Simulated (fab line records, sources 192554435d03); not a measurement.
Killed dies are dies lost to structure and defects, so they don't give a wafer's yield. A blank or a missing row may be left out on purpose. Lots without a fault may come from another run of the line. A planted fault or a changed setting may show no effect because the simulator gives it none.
fab line records | flow n5_finfet
record lots=4 wafers=12 last_day=16
route steps=1938 shown FIN_SAQP@106 FIN_CUT@165 PASSIVATION@1936
lots that met no fault: from a run of the same line without faults
start_h: hours from the record's first day to the start of the lot's first wafer shown | wait_h: hours since the lot's step before | " the same as in the row above | L1.1+2: a row that stands for several wafers | - no value, or no start given | * or withheld: withheld | < > ~ a bound
route shown NAME@n: a module of which the file shows steps, and the number in the route of the first | usual: mean/standard deviation of fault-free wafers | same: alike in all rows | chamber/n: place in a boat | sites: the reading at each site | _std_site: their standard deviation | _edge_site: outer sites' mean less inner sites' | radius_mm: how far each site lies from the wafer's centre | mask NAME#n: copy n | behind: the tool/chamber that last shaped the wafer | hold: why the lot was held/for how many hours/how that ended | device: the transistor (n, p or np) that didn't switch | end of line: the same wafers' tests at the end of the route | a step without rows: its recipe alone | killed: dies lost to structure and defects at the first sort, not the wafer's yield | map: a wafer's dies, x killed, . not, _ none there
set.NAME: the setting as run; set.NAME@STEP: as run at that earlier step | model.NAME: the simulator's own value behind a step, which no gauge read
lots at some steps of the route; a table a step, a row a wafer
services: from which hour (start_h, from the record's first day; less than 0 if before it) a tool's chamber was out of use, for how many hours, and why
## steps
# step N5_FIN_SAQP_EBR_12
# recipe solvent=PGMEA ebr_width_mm=1.5
# step N5_FIN_SAQP_SOFTBAKE_11
# recipe temp_c=110 time_s=60 resist=CAR-ArF
# step N5_FIN_SAQP_EXPOSE_13
# recipe mask_id=FIN_CORE na=1.35 source_shape=dipole sigma_inner=0.538 sigma_outer=0.738 polarization=te target_cd_nm=35.6 dose_mj=63.25
# step N5_FIN_SAQP_PEB_14
# recipe peb_temp_c=withheld peb_time_s=60 resist=CAR-ArF
# step N5_FIN_SAQP_DEVELOP_15
# recipe develop_time_s=30 developer=TMAH resist=CAR-ArF dev_temp_c=23 rinse_liquid=diw dry=air_spin
# step N5_FIN_SAQP_DESCUM_21
# recipe chemistry=O2 time_s=7.9 source_power_w=50 bias_power_w=20 pressure_mtorr=20 rf_frequency_hz=2.712e+07 temp_c=40 resist=CAR-ArF o2_flow_sccm=225
# step N5_FIN_SAQP_ETCH_51
# recipe chemistry=CF4 target=SiARC target_depth_a=455 mask_material=CAR-ArF time_s=75.8 ion_energy_ev=80 pressure_mtorr=40 source_w=545 bias_w=36 Ar_flow_sccm=100 cf4_flow_sccm=100 ends=cleared
# step N5_FIN_SAQP_ETCH_52
# recipe chemistry=N2/H2 target=SOC target_depth_a=1000 overetch_a=200 mask_material=SiARC temp_c=40 time_s=150 ion_energy_ev=200 pressure_mtorr=30 source_w=840 bias_w=150 n2_flow_sccm=200 h2_flow_sccm=200 ends=end_point
# step N5_FIN_SAQP_STRIP_53
# recipe chemistry=N2/H2 temp_c=40 n2_flow_sccm=200 h2_flow_sccm=200 rf_frequency_hz=6e+07
# step N5_FIN_SAQP_HM_OPEN_73
# recipe chemistry=CHF3/O2 target=SiO2 stop_on=a-Si target_depth_a=120 over_etch_frac=1.8 mask_material=SOC time_s=16.8 pressure_mtorr=30 source_w=650 bias_w=170 Ar_flow_sccm=200 CHF3_flow_sccm=50 O2_flow_sccm=5 ion_energy_ev=200 ends=end_point
# usual drypump_motor_current_A=5.5/0.5 oes_product_au=0.47/0.041 rf_vpp_V=524/7.4 showerhead_plenum_p_Torr=2.43/0.083 throttle_valve_pct=18.83/0.24
# columns lot.wafer tool chamber start_h wait_h drypump_motor_current_A oes_product_au rf_hours_counter_h rf_vpp_V showerhead_plenum_p_Torr throttle_valve_pct
L781.1 rie_diel-01 3 82.68 0.0 6.6 0.55 15 533 2.55 18.43
L781.3 " 0 " " 5.6 0.45 178 525 2.39 18.95
L781.4 " 2 " " 5.1 0.49 77 518 2.55 19.10
L792.2 rie_diel-01 0 148.78 0.0 5.6 0.44 200 527 2.38 18.97
L792.3 " 2 " " 5.1 0.48 98 518 2.54 19.13
L792.6 " 3 " " 6.5 0.52 - 533 2.54 18.46
L793.3 rie_diel-06 3 154.76 0.0 4.9 0.50 70 530 2.33 18.41
L793.4 " 2 " " 5.2 0.48 102 531 2.33 18.84
L793.5 " 0 " " 5.0 0.43 - 513 2.49 19.02
L794.2 rie_diel-01 2 160.03 0.0 5.1 0.47 103 515 2.53 19.15
L794.4 " 3 " " 6.5 0.52 43 532 2.54 18.49
L794.6 " 3 " " 6.5 0.52 - 532 2.54 18.48
# step N5_FIN_SAQP_STRIP_74
# recipe chemistry=CHF3/O2 resist=SiARC rf_frequency_hz=6e+07
# step N5_FIN_SAQP_MANDREL_ETCH_22
# recipe target_depth_a=600 chemistry=HBr/Cl2 target=a-Si stop_on=SiNx bt_time_s=10 over_etch_frac=0.5 time_s=30 pressure_mtorr=10 icp_w=800 bias_w=75 HBr_flow_sccm=150 Cl2_flow_sccm=80 ends=end_point
# step N5_FIN_SAQP_STRIP_55
# recipe chemistry=N2/H2 power_w=500 temp_c=40 pressure_mtorr=50 rf_frequency_hz=6e+07 overash_fraction=0.3 bias_power_w=28 h2_frac=0.5 n2_flow_sccm=300 h2_flow_sccm=300
# step N5_FIN_SAQP_STRIP_23
# recipe chemistry=SPM time_s=750 temp_c=130 h2so4_h2o2_vol_ratio=4
# step N5_FIN_SAQP_SRD_66
# recipe dry=ipa_marangoni time_s=30 temp_c=23 rinse_liquid=diw
# step N5_FIN_SAQP_RECESS_75
# recipe chemistry=HF/NH3 target=SiO2 target_depth_a=144 afs_cycles=3 temp_c=30 sublimation_temp_c=180 sublimation_time_s=60
# step N5_FIN_SAQP_SPACER1_ALD_24
# recipe material=SiO2 target_thk_a=203 temp_c=300 ald_precursor_family=BDEAS ald_co_reactant=O2-plasma pulse_time_s=1 purge_time_s=2 co_reactant_purge_time_s=2 ald_cycles=218 pressure_torr=2
# step N5_FIN_SAQP_SPACER1_ETCHBACK_25
# recipe chemistry=CHF3/O2 mode=anisotropic_etchback target=SiO2 target_depth_a=244 time_s=12.2 pressure_mtorr=30 source_w=650 bias_w=170 Ar_flow_sccm=200 CHF3_flow_sccm=50 O2_flow_sccm=5 ion_energy_ev=200
# step N5_FIN_SAQP_MANDREL1_REMOVE_56
# recipe chemistry=HBr/Cl2/O2 bt_time_s=10 target=a-Si stop_on=SiNx endpoint=OES-SiCl over_etch_frac=1 icp_w=600 bias_w=22 HBr_flow_sccm=150 Cl2_flow_sccm=80 O2_flow_sccm=5 pressure_mtorr=10
# step N5_FIN_SAQP_ETCH_57
# recipe chemistry=CH3F/O2 target=SiNx mask_material=SiO2 target_depth_a=325 time_s=46.4 pressure_mtorr=30 source_w=395 bias_w=73 Ar_flow_sccm=150 CH3F_flow_sccm=30 O2_flow_sccm=20 ion_energy_ev=120 ends=cleared
# step N5_FIN_SAQP_ETCH_65
# recipe chemistry=CF4 target=SiO2 target_depth_a=40 ion_energy_ev=350 time_s=4.4 pressure_mtorr=10 icp_w=800 bias_w=400 cf4_flow_sccm=80
# step N5_FIN_SAQP_MANDREL_ETCH_58
# recipe chemistry=HBr/Cl2 target=a-Si target_depth_a=450 bt_time_s=10 stop_on=SiNx mask_material=SiO2 over_etch_frac=0.8 time_s=27 pressure_mtorr=10 icp_w=800 bias_w=75 HBr_flow_sccm=150 Cl2_flow_sccm=80 ends=end_point
# step N5_FIN_SAQP_RECESS_63
# recipe chemistry=HF/NH3 target=SiO2 target_depth_a=180 afs_cycles=3 temp_c=30 sublimation_temp_c=180 sublimation_time_s=60
# step N5_FIN_SAQP_COAT_68
# recipe resist=SOC temp_c=250 time_s=60 spin_rpm=1500 resist_thk_nm=100
# step N5_FIN_SAQP_ETCH_69
# recipe chemistry=N2/H2 target=SOC target_depth_a=1500 stop_on=SiNx ion_energy_ev=100 bias_w=61 pressure_mtorr=30 source_w=850 n2_flow_sccm=200 h2_flow_sccm=200
# step N5_FIN_SAQP_ETCH_67
# recipe chemistry=CH3F/O2 target=SiNx target_depth_a=300 mask_material=SOC pressure_mtorr=30 source_w=395 bias_w=73 Ar_flow_sccm=150 CH3F_flow_sccm=30 O2_flow_sccm=20 ion_energy_ev=120
# step N5_FIN_SAQP_STRIP_70
# recipe chemistry=N2/H2 power_w=500 temp_c=40 pressure_mtorr=50 rf_frequency_hz=6e+07 overash_fraction=0.3 bias_power_w=28 h2_frac=0.5 n2_flow_sccm=300 h2_flow_sccm=300
# step N5_FIN_SAQP_RECESS_71
# recipe chemistry=HF/NH3 target=SiO2 target_depth_a=30 afs_cycles=1 temp_c=30 sublimation_temp_c=180 sublimation_time_s=60
# step N5_FIN_SAQP_SPACER2_ALD_28
# recipe material=SiO2 target_thk_a=81 temp_c=300 ald_precursor_family=BDEAS ald_co_reactant=O2-plasma pulse_time_s=1 purge_time_s=2 co_reactant_purge_time_s=2 pressure_torr=2
# step N5_FIN_SAQP_SPACER2_ETCHBACK_29
# recipe chemistry=CHF3/O2 mode=anisotropic_etchback target=SiO2 target_depth_a=122 time_s=6.1 pressure_mtorr=30 source_w=650 bias_w=170 Ar_flow_sccm=200 CHF3_flow_sccm=50 O2_flow_sccm=5 ion_energy_ev=200
# step N5_FIN_SAQP_MANDREL2_REMOVE_60
# recipe chemistry=HBr/Cl2/O2 bt_time_s=10 target=a-Si stop_on=SiNx endpoint=OES-SiCl over_etch_frac=1 icp_w=600 bias_w=22 HBr_flow_sccm=150 Cl2_flow_sccm=80 O2_flow_sccm=5 pressure_mtorr=10
# step N5_FIN_SAQP_HM_OPEN_33
# recipe chemistry=CH3F/O2 target=SiNx mask_material=SiO2 target_depth_a=494 time_s=70.6 pressure_mtorr=30 source_w=395 bias_w=73 Ar_flow_sccm=150 CH3F_flow_sccm=30 O2_flow_sccm=20 ion_energy_ev=120 ends=cleared
# step N5_FIN_SAQP_ETCH_34
# recipe chemistry=C4F6/O2 target=SiO2 target_depth_a=450 time_s=15 ion_energy_ev=250 pressure_mtorr=30 source_w=345 bias_w=185 Ar_flow_sccm=300 C4F6_flow_sccm=10 O2_flow_sccm=10 ends=cleared
# step N5_FIN_SAQP_STRIP_77
# recipe chemistry=N2/H2 time_s=90 power_w=100 temp_c=40 pressure_mtorr=100 rf_frequency_hz=6e+07 bias_power_w=3 n2_flow_sccm=300 h2_flow_sccm=300
# step N5_FIN_SAQP_ETCH_64
# recipe chemistry=CF4 target=SiO2 target_depth_a=15 ion_energy_ev=350 pressure_mtorr=10 icp_w=800 bias_w=400 cf4_flow_sccm=80
# step N5_FIN_SAQP_FIN_ETCH_36
# recipe chemistry=HBr/Cl2/O2 target_depth_a=1200 mask_material=SiNx time_s=50.4 bias_w=102 pressure_mtorr=10 icp_w=800 HBr_flow_sccm=150 Cl2_flow_sccm=80 O2_flow_sccm=12
# step N5_FIN_SAQP_INSPECT_40
# recipe inspect_instrument=brightfield mode=aei
# usual raw_defect_count=225/57
# columns lot.wafer tool chamber start_h wait_h raw_defect_count
L781.1 defect_inspect-01 - 87.69 0.0 254
L781.3 " - " " 197
L781.4 " - " " 201
L792.2 defect_inspect-01 - 152.78 0.0 488
L792.3 " - " " 595
L792.6 " - " " 497
L793.3 defect_inspect-02 - 158.96 0.0 254
L793.4 " - " " 204
L793.5 " - " " 206
L794.2 defect_inspect-01 - 164.04 0.0 500
L794.4 " - " " 550
L794.6 " - " " 645
# step N5_FIN_CUT_INSPECT_10
# recipe mode=adi inspect_instrument=brightfield
# usual raw_defect_count=41/11
# columns lot.wafer tool chamber start_h wait_h raw_defect_count
L781.1 defect_inspect-01 - 88.09 0.1 47
L781.3 " - " " 39
L781.4 " - " " 34
L792.2 defect_inspect-01 - 153.17 0.0 324
L792.3 " - " " 320
L792.6 " - " " 324
L793.3 defect_inspect-02 - 159.35 0.0 40
L793.4 " - " " 38
L793.5 " - " " 38
L794.2 defect_inspect-01 - 164.56 0.0 343
L794.4 " - " " 318
L794.6 " - " " 321
# step N5_FIN_CUT_INSPECT_17
# recipe inspect_instrument=brightfield mode=aei
# usual raw_defect_count=226/57
# columns lot.wafer tool chamber start_h wait_h raw_defect_count
L781.1 defect_inspect-01 - 89.12 0.0 246
L781.3 " - " " 174
L781.4 " - " " 220
L792.2 defect_inspect-01 - 154.13 0.0 485
L792.3 " - " " 566
L792.6 " - " " 514
L793.3 defect_inspect-01 - 160.46 0.0 264
L793.4 " - " " 192
L793.5 " - " " 199
L794.2 defect_inspect-01 - 165.80 0.3 479
L794.4 " - " " 544
L794.6 " - " " 627
# step N5_PASSIVATION_PROBE_49
# usual defect_limited_yield=91.3/1.5 killed_at_M0_to_M3=34/9.4 killed_at_M4_up=13/5.3 killed_at_contacts=13/5.7 killed_at_front_end=40/10 killed_at_other=3.7/2.8 killed_dies=103/17 killed_on_rim=13/4.2 killed_open=67/13 killed_short=35/8.5 sort_bin_5_function=5.0/0.98 sort_bin_6_memory=3.3/0.7 sort_n_pass=1077/17 sort_yield_pct=91.3/1.5
# same gross_dies=1180 killed_at_back_side=0 sort_bin_4_leakage[%]=0 sort_bin_8_speed[%]=0
# columns lot.wafer tool chamber start_h wait_h defect_limited_yield[%] killed_at_M0_to_M3 killed_at_M4_up killed_at_contacts killed_at_front_end killed_at_other killed_dies killed_on_rim killed_open killed_short sort_bin_5_function[%] sort_bin_6_memory[%] sort_n_pass sort_yield_pct[%]
L781.1 prober-02 - 326.67 0.1 91.4 29 14 14 41 3 101 13 70 29 4.5 3.7 1079 91.4
L781.3 prober-02 - 326.77 0.2 91.4 36 16 14 34 2 102 15 64 38 4.7 3.4 1078 91.4
L781.4 prober-02 - 326.82 0.3 92.5 20 8 12 47 1 88 5 53 34 3.6 3.4 1092 92.5
L793.3 prober-01 - 392.99 0.1 92.6 22 1 10 43 11 87 7 63 24 4.4 3.0 1093 92.6
L793.4 prober-01 - 393.04 0.2 91.4 41 12 15 30 4 102 14 66 36 4.7 3.4 1078 91.4
L793.5 prober-01 - 393.09 0.2 90.0 50 14 11 32 11 118 14 82 36 5.3 4.4 1062 90.0
# killed by level:class
L781.1 MOL_CONTACT_COAG:geometric_particle:open=10 STI_FIN_REVEAL:geometric_particle:open=9 BEOL_M1:geometric_particle:open=9 GATE_CUT:geometric_particle:short=8 FIN_SAQP:geometric_particle:open=7 BEOL_M0_SAQP:geometric_particle:open=6 DUMMY_GATE:geometric_particle:open=5 BEOL_M3:geometric_particle:open=5
L781.3 MOL_CONTACT_COAG:geometric_particle:open=12 FIN_SAQP:geometric_particle:short=9 BEOL_M1:geometric_particle:open=9 BEOL_M2:geometric_particle:open=8 STI_FIN_REVEAL:geometric_particle:open=5 ILD0:geometric_particle:short=4 BEOL_M0_SAQP:geometric_particle:short=4 BEOL_M1:geometric_particle:short=4
L781.4 STI_FIN_REVEAL:geometric_particle:open=9 FIN_SAQP:geometric_particle:short=8 GATE_CUT:geometric_particle:short=7 MOL_CONTACT_COAG:geometric_particle:open=7 BEOL_M0_SAQP:geometric_particle:open=7 FIN_SAQP:geometric_particle:open=6 MOL_CONTACT_COAG:geometric_particle:short=5 BEOL_M2:geometric_particle:open=5
L793.3 STI_FIN_REVEAL:geometric_particle:open=14 MOL_CONTACT_COAG:geometric_particle:open=9 BEOL_M3:geometric_particle:open=7 DUMMY_GATE:geometric_particle:open=5 BEOL_M2:geometric_particle:open=5 FIN_SAQP:geometric_particle:open=4 BEOL_M0_SAQP:geometric_particle:open=4 FIN_SAQP:geometric_particle:short=3
L793.4 MOL_CONTACT_COAG:geometric_particle:open=12 BEOL_M0_SAQP:geometric_particle:short=12 BEOL_M1:geometric_particle:open=10 STI_FIN_REVEAL:geometric_particle:open=6 BEOL_M0_SAQP:geometric_particle:open=6 BEOL_M3:geometric_particle:open=6 FIN_SAQP:geometric_particle:open=5 GATE_CUT:geometric_particle:short=4
L793.5 BEOL_M0_SAQP:geometric_particle:open=11 BEOL_M3:geometric_particle:open=10 MOL_CONTACT_COAG:geometric_particle:open=9 BEOL_M0_SAQP:geometric_particle:short=8 BEOL_M2:geometric_particle:open=8 FIN_SAQP:geometric_particle:open=7 BEOL_M1:geometric_particle:open=5 GATE_CUT:geometric_particle:short=4
## services
# columns tool chamber start_h hours kind
rie_diel-01 3 68.92 12.7 repair
rie_diel-06 - 89.79 0.7 repair
rie_diel-01 1 146.78 - clean
rie_diel-01 1 146.78 - consumable_replace:focus_ring
rie_diel-01 1 146.78 13.0 scheduled_down
rie_diel-01 1 146.78 13.0 vent_cycle
## key
first_sign step=N5_FIN_SAQP_INSPECT_40 reading=raw_defect_count direction=up sigmas=5.7 usual=225 struck=546
effect step=N5_FIN_CUT_INSPECT_10 reading=raw_defect_count direction=up sigmas=26 usual=41 struck=325
effect step=N5_FIN_CUT_INSPECT_17 reading=raw_defect_count direction=up sigmas=5.5 usual=226 struck=536
met_at N5_FIN_SAQP_HM_OPEN_73
struck_wafers L792.2,L792.3,L792.6,L794.2,L794.4,L794.6
rows_end L792.2,L792.3,L792.6,L794.2,L794.4,L794.6
onset_between 82.68 148.78
fault kind=chamber_particle_source tool=rie_diel-01 chamber=- onset_h=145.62 steps=N5_FIN_SAQP_HM_OPEN_73 rate_per_visit_cm2=0.42382 until_the_next_wet_clean=True
# rows_end: these wafers met a further fault down the route, and their rows from its step on are left out
